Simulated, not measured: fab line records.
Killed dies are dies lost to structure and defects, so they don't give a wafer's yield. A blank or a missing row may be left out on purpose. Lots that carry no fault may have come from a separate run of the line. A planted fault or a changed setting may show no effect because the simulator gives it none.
Which tool did it? :: flow n5-finfet :: 24 lots with 72 wafers sampled at 3 steps, on a route of 1938 steps

WHAT THE GAUGES READ, wafer by wafer
N5_BEOL_M6_THK_MEAS_01. Usual: M6_ILD_THK typically reads 155.0 nm, with standard deviation 1.9.
lot: L074
measured: day 10 06:59
on: film-metro-01
M6_ILD_THK (nm): 154.4 155.4 157.6
flag: 

lot: L075
measured: day 10 23:11
on: film-metro-02
M6_ILD_THK (nm): 153.9 153.2 156.0
flag: 

lot: L077
measured: day 11 07:53
on: film-metro-01
M6_ILD_THK (nm): 156.0 156.0 155.9
flag: 

lot: L078
measured: day 11 14:07
on: film-metro-01
M6_ILD_THK (nm): 153.2 153.9 155.5
flag: 

lot: L076
measured: day 11 14:10
on: film-metro-02
M6_ILD_THK (nm): 153.4 155.2 157.6
flag: 

lot: L079
measured: day 11 23:17
on: film-metro-02
M6_ILD_THK (nm): 154.5 154.8 157.8
flag: 

lot: L081
measured: day 12 05:05
on: film-metro-01
M6_ILD_THK (nm): 152.3 154.9 157.2
flag: 

lot: L082
measured: day 12 08:21
on: film-metro-01
M6_ILD_THK (nm): 154.1 156.8 157.5
flag: 

lot: L080
measured: day 12 08:56
on: film-metro-01
M6_ILD_THK (nm): 156.4 159.5 158.4
flag: 

lot: L083
measured: day 12 13:04
on: film-metro-02
M6_ILD_THK (nm): 153.8 155.5 155.2
flag: 

lot: L084
measured: day 12 13:55
on: film-metro-02
M6_ILD_THK (nm): 152.4 151.9 153.7
flag: 

lot: L085
measured: day 13 12:39
on: film-metro-01
M6_ILD_THK (nm): 154.0 153.5 155.1
flag: 

lot: L086
measured: day 13 16:00
on: film-metro-01
M6_ILD_THK (nm): 154.8 155.2 157.7
flag: 

lot: L087
measured: day 13 16:17
on: film-metro-02
M6_ILD_THK (nm): 155.8 152.2 156.9
flag: 

lot: L088
measured: day 13 16:36
on: film-metro-01
M6_ILD_THK (nm): 151.8 154.1 156.5
flag: 

lot: L089
measured: day 14 13:24
on: film-metro-02
M6_ILD_THK (nm): 154.1 158.5 154.7
flag: 

lot: L090
measured: day 15 00:11
on: film-metro-02
M6_ILD_THK (nm): 153.7 156.2 158.4
flag: 

lot: L093
measured: day 15 03:03
on: film-metro-02
M6_ILD_THK (nm): 152.2 153.3 155.4
flag: 

lot: L092
measured: day 15 02:41
on: film-metro-02
M6_ILD_THK (nm): 153.7 153.2 157.0
flag: 

lot: L091
measured: day 15 10:58
on: film-metro-01
M6_ILD_THK (nm): 152.4 157.1 155.2
flag: 

lot: L096
measured: day 16 10:33
on: film-metro-01
M6_ILD_THK (nm): 155.8 153.2 155.1
flag: 

lot: L095
measured: day 16 16:15
on: film-metro-01
M6_ILD_THK (nm): 153.8 153.8 155.6
flag: 

lot: L094
measured: day 16 20:34
on: film-metro-01
M6_ILD_THK (nm): 154.1 156.3 154.7
flag: 

lot: L097
measured: day 16 21:02
on: film-metro-02
M6_ILD_THK (nm): 156.7 156.7 156.6
flag: 

N5_BEOL_M6_CD_MEAS_28 targets a cd of 40 nm. Usual: cd-nm at 39.97 nm, with a standard deviation of 0.22.
lot: L074
measured: day 10 12:35
on: cd-sem-03
cd-nm (nm): 39.70 39.77 39.94
flag: 

lot: L075
measured: day 11 03:19
on: cd-sem-03
cd-nm (nm): 40.15 39.99 39.62
flag: 

lot: L077
measured: day 11 12:03
on: cd-sem-03
cd-nm (nm): 39.77 39.46 40.22
flag: 

lot: L078
measured: day 11 20:22
on: cd-sem-01
cd-nm (nm): 40.02 40.42 40.37
flag: 

lot: L076
measured: day 11 20:12
on: cd-sem-01
cd-nm (nm): 40.07 39.72 39.94
flag: 

lot: L079
measured: day 12 02:10
on: cd-sem-03
cd-nm (nm): 39.67 39.98 40.18
flag: 

lot: L081
measured: day 12 07:59
on: cd-sem-03
cd-nm (nm): 40.05 40.00 40.01
flag: 

lot: L082
measured: day 12 10:59
on: cd-sem-03
cd-nm (nm): 40.30 39.96 39.71
flag: 

lot: L080
measured: day 12 11:58
on: cd-sem-02
cd-nm (nm): 40.02 39.84 40.06
flag: 

lot: L083
measured: day 12 15:26
on: cd-sem-02
cd-nm (nm): 39.95 39.93 40.24
flag: 

lot: L084
measured: day 12 17:46
on: cd-sem-02
cd-nm (nm): 40.06 39.44 40.03
flag: 

lot: L085
measured: day 13 16:20
on: cd-sem-02
cd-nm (nm): 39.95 40.11 40.35
flag: 

lot: L086
measured: day 13 17:22
on: cd-sem-01
cd-nm (nm): 40.14 39.99 40.40
flag: 

lot: L087
measured: day 13 19:19
on: cd-sem-03
cd-nm (nm): 39.83 39.87 39.91
flag: 

lot: L088
measured: day 13 19:32
on: cd-sem-02
cd-nm (nm): 40.19 39.70 39.91
flag: 

lot: L089
measured: day 14 17:08
on: cd-sem-01
cd-nm (nm): 40.20 40.34 40.39
flag: 

lot: L090
measured: day 15 02:45
on: cd-sem-03
cd-nm (nm): 40.05 40.17 39.64
flag: 

lot: L093
measured: day 15 06:21
on: cd-sem-02
cd-nm (nm): 40.10 39.53 39.92
flag: 

lot: L092
measured: day 15 06:10
on: cd-sem-03
cd-nm (nm): 40.27 39.96 39.96
flag: 

lot: L091
measured: day 15 13:29
on: cd-sem-02
cd-nm (nm): 40.48 40.37 39.90
flag: 

lot: L096
measured: day 16 13:48
on: cd-sem-01
cd-nm (nm): 39.80 39.77 39.84
flag: 

lot: L095
measured: day 16 21:51
on: cd-sem-03
cd-nm (nm): 39.77 39.94 39.90
flag: 

lot: L094
measured: day 17 01:44
on: cd-sem-01
cd-nm (nm): 40.17 39.62 39.88
flag: 

lot: L097
measured: day 17 01:41
on: cd-sem-03
cd-nm (nm): 39.87 39.93 39.72
flag: 

EACH LOT AND THE TOOL THAT RAN IT (in order: tool; ch and the chambers of the sampled wafers; start)
lot: L074
N5_BEOL_M5_PRE_CLEAN_77: cvd-co-02 ch 0,1,2, day 10 06:07

lot: L075
N5_BEOL_M5_PRE_CLEAN_77: cvd-co-01 ch 0,1,2, day 10 22:19

lot: L077
N5_BEOL_M5_PRE_CLEAN_77: cvd-co-01 ch 1,2, day 11 07:02

lot: L078
N5_BEOL_M5_PRE_CLEAN_77: cvd-co-01 ch 0,2, day 11 13:15

lot: L076
N5_BEOL_M5_PRE_CLEAN_77: cvd-co-02 ch 1,2, day 11 13:18

lot: L079
N5_BEOL_M5_PRE_CLEAN_77: cvd-co-01 ch 0,1,2, day 11 22:25

lot: L081
N5_BEOL_M5_PRE_CLEAN_77: cvd-co-02 ch 0,1,2, day 12 04:13

lot: L082
N5_BEOL_M5_PRE_CLEAN_77: cvd-co-02 ch 0,2, day 12 07:29

lot: L080
N5_BEOL_M5_PRE_CLEAN_77: cvd-co-02 ch 0,1,2, day 12 08:04

lot: L083
N5_BEOL_M5_PRE_CLEAN_77: cvd-co-02 ch 0,1,2, day 12 12:13

lot: L084
N5_BEOL_M5_PRE_CLEAN_77: cvd-co-02 ch 0,1, day 12 13:03

lot: L085
N5_BEOL_M5_PRE_CLEAN_77: cvd-co-01 ch 0,1,2, day 13 11:19

lot: L086
N5_BEOL_M5_PRE_CLEAN_77: cvd-co-01 ch 0,1,2, day 13 15:08

lot: L087
N5_BEOL_M5_PRE_CLEAN_77: cvd-co-02 ch 1,2, day 13 15:20

lot: L088
N5_BEOL_M5_PRE_CLEAN_77: cvd-co-01 ch 0,2, day 13 15:44

lot: L089
N5_BEOL_M5_PRE_CLEAN_77: cvd-co-02 ch 1,2, day 14 11:28

lot: L090
N5_BEOL_M5_PRE_CLEAN_77: cvd-co-01 ch 1,2, day 14 23:19

lot: L093
N5_BEOL_M5_PRE_CLEAN_77: cvd-co-01 ch 0,1, day 15 01:43

lot: L092
N5_BEOL_M5_PRE_CLEAN_77: cvd-co-01 ch 0,2, day 15 01:50

lot: L091
N5_BEOL_M5_PRE_CLEAN_77: cvd-co-01 ch 0,1,2, day 15 09:55

lot: L096
N5_BEOL_M5_PRE_CLEAN_77: cvd-co-02 ch 0,1,2, day 16 09:41

lot: L095
N5_BEOL_M5_PRE_CLEAN_77: cvd-co-01 ch 0,1, day 16 15:23

lot: L094
N5_BEOL_M5_PRE_CLEAN_77: cvd-co-01 ch 0,1,2, day 16 19:42

lot: L097
N5_BEOL_M5_PRE_CLEAN_77: cvd-co-02 ch 0,1,2, day 16 19:58
- N5_BEOL_M5_PRE_CLEAN_77: time 15 s.

AS READ BY THE TOOLS THEMSELVES (means over the sampled wafers that have a number; for cases with no such wafer, the mark the record gives instead)
N5_BEOL_M5_PRE_CLEAN_77. Usual: heater-power-w at 85 W, with a standard deviation of 16.
lot: L074
tool: cvd-co-02
heater-power-w (W): 86
flag: 

lot: L075
tool: cvd-co-01
heater-power-w (W): 83
flag: 

lot: L077
tool: cvd-co-01
heater-power-w (W): 87
flag: 

lot: L078
tool: cvd-co-01
heater-power-w (W): 81
flag: 

lot: L076
tool: cvd-co-02
heater-power-w (W): 80
flag: 

lot: L079
tool: cvd-co-01
heater-power-w (W): 84
flag: 

lot: L081
tool: cvd-co-02
heater-power-w (W): 86
flag: 

lot: L082
tool: cvd-co-02
heater-power-w (W): 73
flag: 

lot: L080
tool: cvd-co-02
heater-power-w (W): 86
flag: 

lot: L083
tool: cvd-co-02
heater-power-w (W): 85
flag: 

lot: L084
tool: cvd-co-02
heater-power-w (W): 92
flag: 

lot: L085
tool: cvd-co-01
heater-power-w (W): 84
flag: 

lot: L086
tool: cvd-co-01
heater-power-w (W): 84
flag: 

lot: L087
tool: cvd-co-02
heater-power-w (W): 79
flag: 

lot: L088
tool: cvd-co-01
heater-power-w (W): 78
flag: 

lot: L089
tool: cvd-co-02
heater-power-w (W): 82
flag: 

lot: L090
tool: cvd-co-01
heater-power-w (W): 89
flag: 

lot: L093
tool: cvd-co-01
heater-power-w (W): 81
flag: 

lot: L092
tool: cvd-co-01
heater-power-w (W): 80
flag: 

lot: L091
tool: cvd-co-01
heater-power-w (W): 83
flag: 

lot: L096
tool: cvd-co-02
heater-power-w (W): 85
flag: 

lot: L095
tool: cvd-co-01
heater-power-w (W): 87
flag: 

lot: L094
tool: cvd-co-01
heater-power-w (W): 83
flag: 

lot: L097
tool: cvd-co-02
heater-power-w (W): 85
flag: 

THE ANSWER, worked out from the rows above alone
Rule: lot off if the mean of its wafers having a number is beyond 3 standard deviations from the usual mean. A lot without any number at a reading at which 4 lots or more have one is off too. Where the step has rows for the other lots, those lots are counted as sound. Order of review: gauges by route order, followed by the tools' own readings, for which a lot's mean as printed above is used. The first step at which some lot is off is used, and at that step the reading that is off furthest; a lot without a number counts as furthest.
No lot is off at any reading shown: from this, nothing can be told.

WHAT HAD BEEN PUT IN BY THE SIMULATOR
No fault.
